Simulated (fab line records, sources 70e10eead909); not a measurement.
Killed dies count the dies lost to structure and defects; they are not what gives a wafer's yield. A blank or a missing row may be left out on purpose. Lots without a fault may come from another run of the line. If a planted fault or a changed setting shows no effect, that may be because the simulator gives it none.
Chamber matching    flow nand_harc    cmp-01 running NHARC_A_CHANNEL_FILL_D2_CMP_10: 4 sister chambers
The step polishes, target thk 150 nm. 7 wafers are shown with their chamber, then 8 later ones without.

## WAFERS WITH THEIR CHAMBER
wafer   chamber  motor_current_A (A)  time_to_endpoint_s (s)
L080.1  3        14.4                 19
L080.5  3        14.5                 19
L081.3  2        12.3                 7
L088.1  1        11.2                 11
L088.2  0        12.5                 9
L088.5  1        11.1                 11
L092.4  0        11.8                 8

## WAFERS MISSING THEIR CHAMBER
wafer   motor_current_A (A)  time_to_endpoint_s (s)
L092.5  12.1                 7
L092.6  15.0                 16
L093.2  11.6                 15
L093.3  12.0                 18
L093.6  11.6                 17
L096.2  11.7                 7
L096.3  12.4                 8
L096.4  14.3                 15

## CHAMBER TAKEN BY EACH
wafer    from the rows above       in truth
L092.5   2                         2
L092.6   3                         3
L093.2   1                         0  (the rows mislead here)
L093.3   3                         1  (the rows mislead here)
L093.6   3                         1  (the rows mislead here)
L096.2   can't be placed: 2 or 0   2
L096.3   can't be placed: 0 or 2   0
L096.4   3                         3
Correct placement for 3 of the 8. Unplaceable from these rows: 2, with the true chamber sitting among the candidates in 2. Placed wrongly: 3.
How it was worked out, from the rows above alone: a wafer's distance from a chamber is the root of the sum, over the readings, of the square of ((its reading less the chamber's mean) divided by the reading's scatter). The wafer belongs to the nearest chamber; if the next one is less than 2 further off, it can't be placed. A chamber's mean is the mean of its shown wafers. The scatter: the root of (the sum of the squares of (reading less its chamber's mean) over the shown wafers, divided by (wafers less chambers)).
